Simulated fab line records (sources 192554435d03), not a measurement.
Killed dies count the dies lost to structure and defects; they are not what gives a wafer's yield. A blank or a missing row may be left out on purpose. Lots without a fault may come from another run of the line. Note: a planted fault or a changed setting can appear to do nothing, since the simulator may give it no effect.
A struck lot beside a sound one + flow n5-finfet + 16 steps out of a route of 1938
Sound: the wafers L216.1, L216.5, L216.6. Struck: wafer L214.6. (L214.3, L214.5 of the same lot were not struck and are left out.) The cause comes at the end.
Each step with rows lists, per side, the tool, then ch with its chambers, then its first start. Under that, the readings that differ: sound wafers + struck wafers + difference of the means + sigmas: that difference in standard deviations of wafers without a fault.
alike: same words and numbers on both sides, and readings whose means sit less than 2 such deviations apart. not compared: any withheld reading, any reading some wafer has no value for, any bound like >300 that may hide the same value, and any number with overlapping values for which the record gives no deviation.
Wherever a step has rows on one side only, a row that says differs or no value, or a row with sigmas, the two part there. When numbers do not overlap yet have no deviation, they are printed without sigmas and do not part them. Lack of a reading on every wafer of one side parts them only where that side has two or more wafers.

first, 1 step without rows for these wafers: N5_MOL_CONTACT_COAG_DEVELOP_83 (develop time 30 s).
N5_MOL_CONTACT_COAG_CD_MEAS_84: the cd target is 25.1 nm.
  sound on cd-sem-01 ch 0, day 10 08:14; struck on cd-sem-02 ch 0, day 9 21:54
  alike: cd-nm
N5_MOL_CONTACT_COAG_OVL_MEAS_85:
  sound on overlay-02 ch 0, day 10 08:16; struck on overlay-02 ch 0, day 9 21:56
  alike: VG_OVL
N5_MOL_CONTACT_COAG_INSPECT_57: inspects for defects (brightfield).
  sound on defect-inspect-02 at day 10 08:19; struck on defect-inspect-02 at day 9 21:59
  alike: raw-defect-count
then, 1 step without rows for these wafers: N5_MOL_CONTACT_COAG_DESCUM_88 (chemistry O2, time 7 s).
N5_MOL_CONTACT_COAG_ETCH_89: etches underlayer in N2/H2, target depth 13 nm, time 10.4 s.
  sound on rie-diel-04 ch 0,1,2, day 10 08:23; struck on rie-diel-04 ch 2, day 9 22:04
  alike: drypump-motor-current-A, etch-rf-on-time-s, oes-product-au, rf-vpp-V, showerhead-plenum-p-Torr, throttle-valve-pct
  not compared: rf-hours-counter-h
N5_MOL_CONTACT_COAG_ETCH_90: etches SiARC in CF4, target depth 13 nm, time 21.7 s.
  sound on rie-diel-04 ch 0,1,2, day 10 08:25; struck on rie-diel-04 ch 2, day 9 22:04
  alike: drypump-motor-current-A, etch-rf-on-time-s, oes-product-au, rf-vpp-V, showerhead-plenum-p-Torr, throttle-valve-pct
  not compared: rf-hours-counter-h
N5_MOL_CONTACT_COAG_ALD_131: deposits SiO2, target thk 5 nm, pulse time 1 s, co reactant pulse time 1 s.
  sound on ald-sin-03 ch 0,1, day 10 08:31; struck on ald-sin-01 ch 0, day 9 22:09
  alike: heater-power-w, precursor-pulse-height-rel, susceptor-temp-C
N5_MOL_CONTACT_COAG_ETCHBACK_132: etches SiO2 in CHF3, target depth 10 nm, time 6.7 s.
  sound on rie-diel-04 ch 2,3, day 10 08:43; struck on rie-diel-02 ch 3, day 9 22:25
| reading                         | sound          | struck | difference | sigmas |
|---------------------------------|----------------|--------|------------|--------|
| showerhead-plenum-p-Torr (Torr) | 2.47 2.47 2.53 | 2.34   | -0.15      | -2     |
  alike: drypump-motor-current-A, oes_ar_750_au, oes_f_703_au, oes-product-au, rf-vpp-V, throttle-valve-pct
  not compared: rf-hours-counter-h
N5_MOL_CONTACT_COAG_ETCH_91: etches SOC in N2/H2, target depth 60 nm, overetch 21 nm, time 101.2 s.
  sound on rie-diel-04 ch 2,3, day 10 08:45; struck on rie-diel-02 ch 3, day 9 22:27
  alike: drypump-motor-current-A, oes-product-au, rf-vpp-V, showerhead-plenum-p-Torr, throttle-valve-pct
  not compared: rf-hours-counter-h
then, 2 steps without rows for these wafers: N5_MOL_CONTACT_COAG_STRIP_92 (strips in N2/H2); N5_MOL_CONTACT_COAG_STRIP_93 (strips in N2/H2).
N5_MOL_CONTACT_COAG_ETCHBACK_135: etches SiO2 in CHF3, target depth 25 nm, time 16.7 s.
  sound on rie-diel-04 ch 2,3, day 10 08:50; struck on rie-diel-02 ch 3, day 9 22:32
| reading                         | sound          | struck | difference | sigmas |
|---------------------------------|----------------|--------|------------|--------|
| run-length-s (s)                | 40.0 40.5 40.0 | 38.1   | -2.1       | -5     |
| showerhead-plenum-p-Torr (Torr) | 2.47 2.47 2.53 | 2.34   | -0.15      | -2     |
  alike: drypump-motor-current-A, oes_ar_750_au, oes_f_703_au, oes-product-au, rf-vpp-V, throttle-valve-pct
  not compared: rf-hours-counter-h
then, 1 step without rows for these wafers: N5_MOL_CONTACT_COAG_STRIP_118 (strips in CHF3).
-- the record jumps here: 3 days lie between the struck wafers' starts before and after (it left off in module MOL_CONTACT_COAG and takes up again in module BEOL_M4, whose first step shown is number 1111 of the route) --
N5_BEOL_M4_RC_MEAS_101:
  sound on prober-01 ch 0, day 12 23:47; struck on prober-01 ch 0, day 12 21:13
  alike: DIBL_N, DIBL_P, IOFF_N, IOFF_P, ION_N, ION_P, SS_N, SS_P, VT_N, VT_P
following that, these wafers have no rows for 1 step: N5_PASSIVATION_PROBE_49.

WHERE THEY PART
At N5_MOL_CONTACT_COAG_ETCHBACK_132 first; at N5_MOL_CONTACT_COAG_ETCHBACK_135 last (within this record only). Later steps at which nothing parts them and some readings are alike: N5_BEOL_M4_RC_MEAS_101.

WHY: what the simulator had put in
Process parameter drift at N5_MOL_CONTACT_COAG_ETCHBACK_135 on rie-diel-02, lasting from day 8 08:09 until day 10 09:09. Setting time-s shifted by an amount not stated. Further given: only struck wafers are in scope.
